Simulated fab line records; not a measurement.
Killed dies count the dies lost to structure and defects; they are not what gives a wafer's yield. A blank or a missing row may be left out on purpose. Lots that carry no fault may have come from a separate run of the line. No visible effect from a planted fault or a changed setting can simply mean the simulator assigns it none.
fab line records + flow n5-finfet
record
- lots=10
- wafers=27
- last-day=18
route steps=1938 shown BEOL_M5@1138
lots that met no fault: from a run of the same line without faults
start-h: hours from the record's opening day to when the first of the lot's shown wafers began + wait-h: hours from the lot's prior step to this one + " the same as in the row above + L1.1+2: a single row standing in for several wafers + - value missing, or start not given + * or withheld: withheld + < > ~ a bound
route shown NAME@n: a module of which the file shows steps, and the number in the route of the first + usual: the fault-free wafers' mean and standard deviation + same: alike in all rows + chamber/n: place in a boat + sites: readings site by site + _std_site: their standard deviation + _edge_site: mean of outer sites minus mean of inner sites + radius-mm: how far each site lies from the wafer's centre + mask NAME#n: copy n + behind: the most recent tool/chamber to have shaped the wafer + hold: the reason the lot was held/the length of the hold in hours/how it ended + device: the transistor (n, p or np) that didn't switch + end of line: the same wafers' tests at the end of the route + a step given without rows: its recipe and nothing more + killed: at the first sort, the dies lost to defects and structure; wafer yield is something else + map: per-die view of a wafer (x killed, . not killed, _ where there is no die)
set.NAME: the setting the step ran with; set.NAME@STEP: the setting that earlier step ran with + model.NAME: the simulator's own value behind a step, which no gauge read
one table for each step of the route and one row for each wafer, over a sample of lots
services: the hour from which a tool's chamber was out of use, counted from the record's first day as start-h (under 0 if before that day), plus the number of hours and why
## steps
# step N5_BEOL_M5_CD_MEAS_18
# recipe
- pitch-nm=56
- target-cd-nm=28
# usual
- cd-nm=27.9/0.47
| lot.wafer | tool      | chamber | start-h | wait-h | cd-nm |
|-----------|-----------|---------|---------|--------|-------|
| L991.4    | cd-sem-01 | -       | 165.84  | 0.1    | 28.0  |
| L991.6    | "         | -       | "       | "      | 27.5  |
| L994.2    | cd-sem-03 | -       | 183.76  | 0.1    | 28.0  |
| L994.5    | "         | -       | "       | "      | 28.0  |
| L994.6    | "         | -       | "       | "      | 28.5  |
| L999.3    | cd-sem-01 | -       | 237.10  | 0.1    | 28.1  |
| L999.4    | "         | -       | "       | "      | 27.6  |
| L999.6    | "         | -       | "       | "      | 28.3  |
| L102.1    | cd-sem-01 | -       | 259.91  | 0.0    | 27.8  |
| L102.2    | "         | -       | "       | "      | 28.6  |
| L102.6    | "         | -       | "       | "      | 28.5  |
| L105.1    | cd-sem-03 | -       | 272.75  | 0.0    | 28.2  |
| L105.2    | "         | -       | "       | "      | 28.1  |
| L105.3    | "         | -       | "       | "      | 28.9  |
| L104.2    | cd-sem-01 | -       | 279.46  | 0.1    | 28.1  |
| L104.3    | "         | -       | "       | "      | 27.5  |
| L104.6    | "         | -       | "       | "      | 28.5  |
| L107.1    | cd-sem-01 | -       | 287.24  | 0.0    | 27.6  |
| L107.3    | "         | -       | "       | "      | 28.3  |
| L107.5    | "         | -       | "       | "      | 27.3  |
| L106.2    | cd-sem-03 | -       | 288.11  | 0.1    | 27.4  |
| L106.4    | "         | -       | "       | "      | 27.9  |
| L106.6    | "         | -       | "       | "      | 27.2  |
| L110.1    | cd-sem-02 | -       | 311.63  | 0.0    | 27.6  |
| L110.6    | "         | -       | "       | "      | 28.5  |
| L114.2    | cd-sem-01 | -       | 317.03  | 0.1    | 27.7  |
| L114.4    | "         | -       | "       | "      | 27.8  |
# step N5_BEOL_M5_TRENCH_ETCH_37
# recipe
- chemistry=C4F6/O2
- target-depth-a=716.52
- target=SiCOH_lowk
- time-s=24.7
- ion-energy-ev=250
- pressure-mtorr=30
- source-w=345
- bias-w=185
- Ar_flow_sccm=300
- C4F6_flow_sccm=10
- O2_flow_sccm=10
# usual
- O2_flow_sccm=10.00/0.031
- drypump-motor-current-A=6.0/0.37
- oes_f_703_au=0.78/0.076
- oes_o_777_au=0.78/0.075
- oes-product-au=0.78/0.095
- rf-fwd-power-W=339.7/2.2
- rf-vpp-V=668/22
- showerhead-plenum-p-Torr=2.83/0.08
- throttle-valve-pct=20.87/0.23
| lot.wafer | tool        | chamber | start-h | wait-h | O2_flow_sccm | drypump-motor-current-A | oes_f_703_au | oes_o_777_au | oes-product-au | rf-fwd-power-W | rf-hours-counter-h | rf-vpp-V | showerhead-plenum-p-Torr | throttle-valve-pct |
|-----------|-------------|---------|---------|--------|--------------|-------------------------|--------------|--------------|----------------|----------------|--------------------|----------|--------------------------|--------------------|
| L991.4    | rie-diel-03 | 2       | 167.79  | -      | 10.05        | 6.6                     | 0.74         | 0.75         | 0.72           | 335.5          | -                  | 682      | 2.78                     | 20.70              |
| L991.6    | "           | 0       | "       | "      | 10.01        | 5.3                     | 0.80         | 0.81         | 0.79           | 339.5          | -                  | 679      | 2.84                     | 20.68              |
| L994.2    | rie-diel-02 | 1       | 185.20  | -      | 10.06        | 5.7                     | 0.74         | 0.75         | 0.74           | 342.6          | 160                | 647      | 2.74                     | 21.36              |
| L994.5    | "           | 0       | "       | "      | 10.03        | 6.6                     | 0.87         | 0.87         | 0.88           | 338.8          | -                  | 651      | 2.90                     | 20.53              |
| L994.6    | "           | 1       | "       | "      | 10.03        | 5.7                     | 0.74         | 0.75         | 0.73           | 342.9          | -                  | 647      | 2.74                     | 21.35              |
| L999.3    | rie-diel-03 | 3       | 237.86  | -      | 9.92         | 6.4                     | 0.74         | 0.76         | 0.69           | 341.9          | 221                | 617      | 2.90                     | 20.84              |
| L999.4    | "           | 2       | "       | "      | 10.01        | 6.6                     | 0.72         | 0.73         | 0.72           | 336.3          | 234                | 682      | 2.77                     | 20.76              |
| L999.6    | "           | 1       | "       | "      | 10.02        | 5.9                     | 0.83         | 0.82         | 0.92           | 340.1          | -                  | 689      | 2.78                     | 20.69              |
| L102.1    | rie-diel-03 | 0       | 262.63  | -      | 10.02        | 5.3                     | 0.56         | 0.59         | 0.71           | 256.1          | 134                | 779      | 2.83                     | 20.70              |
| L102.2    | "           | 3       | "       | "      | 10.01        | 6.4                     | 0.53         | 0.56         | 0.64           | 260.5          | 223                | 711      | 2.90                     | 20.80              |
| L102.6    | "           | 2       | "       | "      | 9.98         | 6.6                     | 0.51         | 0.54         | 0.66           | 254.7          | -                  | 782      | 2.77                     | 20.75              |
| L105.1    | rie-diel-01 | 2       | 273.45  | -      | 9.99         | 6.1                     | 0.73         | 0.71         | 0.70           | 341.4          | 190                | 679      | 2.93                     | 21.10              |
| L105.2    | "           | 0       | "       | "      | 10.00        | 6.2                     | 0.84         | 0.82         | 0.88           | 337.7          | 33                 | 658      | 2.90                     | 20.72              |
| L105.3    | "           | 3       | "       | "      | 9.99         | 5.9                     | 0.67         | 0.67         | 0.69           | 340.0          | 225                | 668      | 2.83                     | 21.08              |
| L104.2    | rie-diel-03 | 0       | 280.43  | -      | 10.04        | 5.3                     | 0.56         | 0.59         | 0.72           | 259.0          | 141                | 779      | 2.83                     | 20.71              |
| L104.3    | "           | 1       | "       | "      | 10.01        | 5.8                     | 0.58         | 0.60         | 0.83           | 259.0          | 38                 | 792      | 2.78                     | 20.72              |
| L104.6    | "           | 1       | "       | "      | 9.95         | 5.8                     | 0.58         | 0.60         | 0.83           | 259.2          | -                  | 792      | 2.78                     | 20.72              |
| L107.1    | rie-diel-01 | 2       | 289.19  | -      | 10.02        | 6.0                     | 0.72         | 0.70         | 0.69           | 341.9          | 195                | 679      | 2.93                     | 21.12              |
| L107.3    | "           | 1       | "       | "      | 9.94         | 6.1                     | 0.84         | 0.86         | 0.86           | 339.3          | 58                 | 666      | 2.77                     | 20.99              |
| L107.5    | "           | 2       | "       | "      | 9.99         | 6.0                     | 0.72         | 0.71         | 0.71           | 342.3          | -                  | 678      | 2.93                     | 21.12              |
| L106.2    | rie-diel-01 | 3       | 289.58  | -      | 10.00        | 5.9                     | 0.66         | 0.66         | 0.68           | 343.4          | 228                | 668      | 2.82                     | 21.06              |
| L106.4    | "           | 0       | "       | "      | 10.00        | 6.2                     | 0.85         | 0.82         | 0.88           | 336.9          | 37                 | 657      | 2.90                     | 20.72              |
| L106.6    | "           | 1       | "       | "      | 10.01        | 6.0                     | 0.85         | 0.84         | 0.85           | 341.1          | -                  | 665      | 2.77                     | 20.99              |
| L110.1    | rie-diel-02 | 3       | 313.94  | -      | 10.00        | 5.8                     | 0.69         | 0.70         | 0.71           | 336.8          | 216                | 706      | 2.69                     | 20.66              |
| L110.6    | "           | 2       | "       | "      | 9.94         | 5.7                     | 0.95         | 0.95         | 0.95           | 338.8          | -                  | 681      | 3.00                     | 20.94              |
| L114.2    | rie-diel-01 | 1       | 320.67  | -      | 10.01        | 6.0                     | 0.84         | 0.84         | 0.85           | 341.9          | 64                 | 666      | 2.77                     | 21.00              |
| L114.4    | "           | 0       | "       | "      | 10.00        | 6.2                     | 0.84         | 0.80         | 0.87           | 337.8          | 43                 | 658      | 2.90                     | 20.73              |
# step N5_BEOL_M5_OCD_MEAS_38
# usual
- trench-depth-nm=71.2/1.8
| lot.wafer | tool   | chamber | start-h | wait-h | trench-depth-nm |
|-----------|--------|---------|---------|--------|-----------------|
| L991.4    | ocd-02 | -       | 167.93  | -      | 72.2            |
| L991.6    | "      | -       | "       | "      | 69.1            |
| L994.2    | ocd-02 | -       | 185.36  | -      | 70.5            |
| L994.5    | "      | -       | "       | "      | 73.9            |
| L994.6    | "      | -       | "       | "      | 69.7            |
| L999.3    | ocd-01 | -       | 238.02  | -      | 71.1            |
| L999.4    | "      | -       | "       | "      | 74.0            |
| L999.6    | "      | -       | "       | "      | 71.4            |
| L102.1    | ocd-02 | -       | 262.78  | -      | 62.3            |
| L102.2    | "      | -       | "       | "      | 63.2            |
| L102.6    | "      | -       | "       | "      | 64.7            |
| L105.1    | ocd-01 | -       | 273.61  | -      | 70.9            |
| L105.2    | "      | -       | "       | "      | 71.0            |
| L105.3    | "      | -       | "       | "      | 68.5            |
| L104.2    | ocd-02 | -       | 280.58  | -      | 63.5            |
| L104.3    | "      | -       | "       | "      | 64.1            |
| L104.6    | "      | -       | "       | "      | 64.0            |
| L107.1    | ocd-02 | -       | 289.35  | -      | 70.7            |
| L107.3    | "      | -       | "       | "      | 70.2            |
| L107.5    | "      | -       | "       | "      | 72.4            |
| L106.2    | ocd-02 | -       | 289.74  | -      | 69.5            |
| L106.4    | "      | -       | "       | "      | 70.7            |
| L106.6    | "      | -       | "       | "      | 69.7            |
| L110.1    | ocd-01 | -       | 314.10  | -      | 69.6            |
| L110.6    | "      | -       | "       | "      | 77.3            |
| L114.2    | ocd-01 | -       | 320.82  | -      | 69.8            |
| L114.4    | "      | -       | "       | "      | 71.0            |
# step N5_BEOL_M5_CURE_80
# recipe
- temp-c=370
- time-s=120
- ambient=DMADMS/He
- material=SiCOH_lowk
# usual
- lamp-power-pct=52.31/0.053
- wafer_temp_C_max=371.5/0.58
| lot.wafer | tool       | chamber | start-h | wait-h | lamp-power-pct | wafer_temp_C_max |
|-----------|------------|---------|---------|--------|----------------|------------------|
| L991.4    | uv-cure-01 | 0       | 168.42  | 0.3    | 52.30          | 371.5            |
| L991.6    | "          | 0       | "       | "      | 52.27          | 371.3            |
| L994.2    | uv-cure-01 | 1       | 185.60  | 0.1    | 52.26          | 372.8            |
| L994.5    | "          | 1       | "       | "      | 52.33          | 372.2            |
| L994.6    | "          | 1       | "       | "      | 52.32          | 371.6            |
| L999.3    | uv-cure-01 | 1       | 238.31  | 0.1    | 52.27          | 371.7            |
| L999.4    | "          | 1       | "       | "      | 52.28          | 372.0            |
| L999.6    | "          | 1       | "       | "      | 52.31          | 371.7            |
| L102.1    | uv-cure-02 | 2       | 262.98  | 0.0    | 52.26          | 371.7            |
| L102.2    | "          | 2       | "       | "      | 52.39          | 372.0            |
| L102.6    | "          | 2       | "       | "      | 52.14          | 371.9            |
| L105.1    | uv-cure-02 | 1       | 273.80  | 0.0    | 52.30          | 371.5            |
| L105.2    | "          | 1       | "       | "      | 52.37          | 371.4            |
| L105.3    | "          | 1       | "       | "      | 52.31          | 371.2            |
| L104.2    | uv-cure-03 | 0       | 280.86  | 0.1    | 52.42          | 370.7            |
| L104.3    | "          | 0       | "       | "      | 52.26          | 371.3            |
| L104.6    | "          | 0       | "       | "      | 52.33          | 370.8            |
| L107.1    | uv-cure-03 | 2       | 289.54  | 0.0    | 52.37          | 373.3            |
| L107.3    | "          | 2       | "       | "      | 52.25          | 371.7            |
| L107.5    | "          | 2       | "       | "      | 52.35          | 372.3            |
| L106.2    | uv-cure-03 | 0       | 289.98  | 0.1    | 52.30          | 371.1            |
| L106.4    | "          | 0       | "       | "      | 52.25          | 371.1            |
| L106.6    | "          | 0       | "       | "      | 52.35          | 371.3            |
| L110.1    | uv-cure-02 | 1       | 314.61  | 0.4    | 52.22          | 371.0            |
| L110.6    | "          | 1       | "       | "      | 52.31          | 371.3            |
| L114.2    | uv-cure-03 | 1       | 321.12  | 0.1    | 52.34          | 370.8            |
| L114.4    | "          | 1       | "       | "      | 52.21          | 370.6            |
# step N5_BEOL_M5_DEGAS_44
# recipe
- ambient=vacuum
- temp-c=250
- time-s=60
# usual
- heater-power-w=328/23
| lot.wafer | tool           | chamber | start-h | wait-h | heater-power-w |
|-----------|----------------|---------|---------|--------|----------------|
| L991.4    | pvd-sputter-03 | -       | 168.81  | 0.3    | 350            |
| L991.6    | "              | -       | "       | "      | 316            |
| L994.2    | pvd-sputter-02 | -       | 185.89  | 0.2    | 377            |
| L994.5    | "              | -       | "       | "      | 361            |
| L994.6    | "              | -       | "       | "      | 316            |
| L999.3    | pvd-sputter-03 | -       | 238.78  | 0.4    | 317            |
| L999.4    | "              | -       | "       | "      | 348            |
| L999.6    | "              | -       | "       | "      | 360            |
| L102.1    | pvd-sputter-03 | -       | 263.58  | 0.6    | 350            |
| L102.2    | "              | -       | "       | "      | 317            |
| L102.6    | "              | -       | "       | "      | 348            |
| L105.1    | pvd-sputter-03 | -       | 274.56  | 0.7    | 347            |
| L105.2    | "              | -       | "       | "      | 359            |
| L105.3    | "              | -       | "       | "      | 323            |
| L104.2    | pvd-sputter-01 | -       | 281.68  | 0.8    | 329            |
| L104.3    | "              | -       | "       | "      | 304            |
| L104.6    | "              | -       | "       | "      | 333            |
| L107.1    | pvd-sputter-02 | -       | 289.96  | 0.4    | 334            |
| L107.3    | "              | -       | "       | "      | 379            |
| L107.5    | "              | -       | "       | "      | 366            |
| L106.2    | pvd-sputter-02 | -       | 290.40  | 0.4    | 301            |
| L106.4    | "              | -       | "       | "      | 359            |
| L106.6    | "              | -       | "       | "      | 372            |
| L110.1    | pvd-sputter-01 | -       | 315.72  | 1.1    | 327            |
| L110.6    | "              | -       | "       | "      | 307            |
| L114.2    | pvd-sputter-01 | -       | 321.64  | 0.4    | 295            |
| L114.4    | "              | -       | "       | "      | 330            |
# step N5_BEOL_M5_THK_MEAS_53
# recipe
- thk-meas-gauge=xrf
- reads=Cu_of_BEOL_M5_ECD_50
# usual
- M5_THK=61.5/2.2
| lot.wafer | tool          | chamber | start-h | wait-h | M5_THK[nm] |
|-----------|---------------|---------|---------|--------|------------|
| L991.4    | film-metro-01 | -       | 174.51  | -      | 62.1       |
| L991.6    | "             | -       | "       | "      | 57.4       |
| L994.2    | film-metro-01 | -       | 191.94  | -      | 61.1       |
| L994.5    | "             | -       | "       | "      | 64.0       |
| L994.6    | "             | -       | "       | "      | 60.5       |
| L999.3    | film-metro-02 | -       | 244.78  | -      | 62.4       |
| L999.4    | "             | -       | "       | "      | 62.9       |
| L999.6    | "             | -       | "       | "      | 61.4       |
| L102.1    | film-metro-02 | -       | 269.70  | -      | 51.5       |
| L102.2    | "             | -       | "       | "      | 53.5       |
| L102.6    | "             | -       | "       | "      | 55.0       |
| L105.1    | film-metro-02 | -       | 280.36  | -      | 62.1       |
| L105.2    | "             | -       | "       | "      | 61.3       |
| L105.3    | "             | -       | "       | "      | 61.0       |
| L104.2    | film-metro-02 | -       | 287.44  | -      | 54.3       |
| L104.3    | "             | -       | "       | "      | 56.3       |
| L104.6    | "             | -       | "       | "      | 54.9       |
| L107.1    | film-metro-02 | -       | 295.72  | -      | 60.1       |
| L107.3    | "             | -       | "       | "      | 61.5       |
| L107.5    | "             | -       | "       | "      | 61.8       |
| L106.2    | film-metro-02 | -       | 296.49  | -      | 59.3       |
| L106.4    | "             | -       | "       | "      | 61.1       |
| L106.6    | "             | -       | "       | "      | 61.4       |
| L110.1    | film-metro-01 | -       | 323.40  | -      | 60.7       |
| L110.6    | "             | -       | "       | "      | 67.7       |
| L114.2    | film-metro-01 | -       | 327.77  | -      | 61.1       |
| L114.4    | "             | -       | "       | "      | 61.3       |
# step N5_BEOL_M5_RS_MEAS_57
# recipe
- thk-meas-gauge=four-point-probe
- reads=Co_of_BEOL_M5_CO_CAP_78+Cu_of_BEOL_M5_ECD_50+Co_of_BEOL_M5_CVD_47+TaN_of_BEOL_M5_ALD_86
# usual
- M5_RS=0.391/0.017
| lot.wafer | tool          | chamber | start-h | wait-h | M5_RS[ohm/sq] |
|-----------|---------------|---------|---------|--------|---------------|
| L991.4    | film-metro-01 | -       | 174.77  | 0.0    | 0.388         |
| L991.6    | "             | -       | "       | "      | 0.428         |
| L994.2    | film-metro-02 | -       | 192.23  | 0.1    | 0.390         |
| L994.5    | "             | -       | "       | "      | 0.369         |
| L994.6    | "             | -       | "       | "      | 0.395         |
| L999.3    | film-metro-02 | -       | 245.10  | 0.1    | 0.382         |
| L999.4    | "             | -       | "       | "      | 0.382         |
| L999.6    | "             | -       | "       | "      | 0.390         |
| L102.1    | film-metro-02 | -       | 269.96  | 0.0    | 0.488         |
| L102.2    | "             | -       | "       | "      | 0.467         |
| L102.6    | "             | -       | "       | "      | 0.450         |
| L105.1    | film-metro-02 | -       | 280.63  | 0.0    | 0.390         |
| L105.2    | "             | -       | "       | "      | 0.395         |
| L105.3    | "             | -       | "       | "      | 0.399         |
| L104.2    | film-metro-01 | -       | 287.70  | 0.1    | 0.456         |
| L104.3    | "             | -       | "       | "      | 0.439         |
| L104.6    | "             | -       | "       | "      | 0.451         |
| L107.1    | film-metro-01 | -       | 296.01  | 0.0    | 0.404         |
| L107.3    | "             | -       | "       | "      | 0.393         |
| L107.5    | "             | -       | "       | "      | 0.389         |
| L106.2    | film-metro-01 | -       | 296.75  | 0.1    | 0.415         |
| L106.4    | "             | -       | "       | "      | 0.400         |
| L106.6    | "             | -       | "       | "      | 0.398         |
| L110.1    | film-metro-02 | -       | 323.67  | 0.1    | 0.393         |
| L110.6    | "             | -       | "       | "      | 0.347         |
| L114.2    | film-metro-02 | -       | 328.03  | 0.1    | 0.394         |
| L114.4    | "             | -       | "       | "      | 0.392         |
## services
| tool        | chamber | start-h | hours | kind                          |
|-------------|---------|---------|-------|-------------------------------|
| uv-cure-03  | -       | 159.76  | 2.9   | repair                        |
| rie-diel-02 | 3       | 159.82  | 13.2  | repair                        |
| uv-cure-01  | -       | 174.64  | 0.7   | repair                        |
| uv-cure-02  | -       | 176.10  | 7.5   | pm                            |
| rie-diel-01 | -       | 185.38  | 2.8   | pm                            |
| uv-cure-01  | -       | 200.26  | 0.2   | repair                        |
| rie-diel-02 | 2       | 203.25  | -     | clean                         |
| rie-diel-02 | 2       | 203.25  | -     | consumable-replace:focus-ring |
| rie-diel-02 | 2       | 203.25  | -     | consumable-replace:showerhead |
| rie-diel-02 | 2       | 203.25  | 16.7  | scheduled-down                |
| rie-diel-02 | 2       | 203.25  | 16.7  | vent-cycle                    |
| rie-diel-01 | 1       | 203.57  | 9.8   | repair                        |
| uv-cure-01  | -       | 211.02  | 1.0   | pm                            |
| uv-cure-01  | -       | 248.69  | 7.5   | pm                            |
| rie-diel-01 | 3       | 254.41  | 9.7   | repair                        |
| rie-diel-02 | 3       | 255.88  | 9.2   | repair                        |
| rie-diel-03 | 3       | 274.13  | 5.8   | repair                        |
| rie-diel-01 | 3       | 275.10  | 4.1   | repair                        |
| rie-diel-03 | 2       | 283.09  | -     | clean                         |
| rie-diel-03 | 2       | 283.09  | -     | consumable-replace:focus-ring |
| rie-diel-03 | 2       | 283.09  | 32.6  | scheduled-down                |
| rie-diel-03 | 2       | 283.09  | 32.6  | vent-cycle                    |
| uv-cure-02  | -       | 306.34  | 2.1   | pm                            |
| rie-diel-03 | 0       | 311.45  | 3.0   | repair                        |
## key
first-sign
- step=N5_BEOL_M5_TRENCH_ETCH_37
- reading=rf-fwd-power-W
- direction=down
- sigmas=38
- usual=*
- struck=*
effect
- step=N5_BEOL_M5_TRENCH_ETCH_37
- reading=rf-vpp-V
- direction=up
- sigmas=4.8
- usual=668
- struck=772
effect
- step=N5_BEOL_M5_OCD_MEAS_38
- reading=trench-depth-nm
- direction=down
- sigmas=4.2
- usual=71.2
- struck=63.6
effect
- step=N5_BEOL_M5_THK_MEAS_53
- reading=M5_THK
- direction=down
- sigmas=3.3
- usual=61.5
- struck=54.2
effect
- step=N5_BEOL_M5_RS_MEAS_57
- reading=M5_RS
- direction=up
- sigmas=4
- usual=0.391
- struck=0.458
met-at N5_BEOL_M5_TRENCH_ETCH_37
struck-lots L102,L104
not-acting-at N5_BEOL_M5_CD_MEAS_18,N5_BEOL_M5_CURE_80,N5_BEOL_M5_DEGAS_44
onset-between 237.86 262.63
fault
- kind=process-parameter-drift
- tool=rie-diel-03
- chamber=-
- onset-h=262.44
- steps=N5_BEOL_M5_TRENCH_ETCH_37
- channel=source-w
- offset=-82.8
- shape=step
- end-h=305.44
- acts-in=these-recipes-only
- stated=345
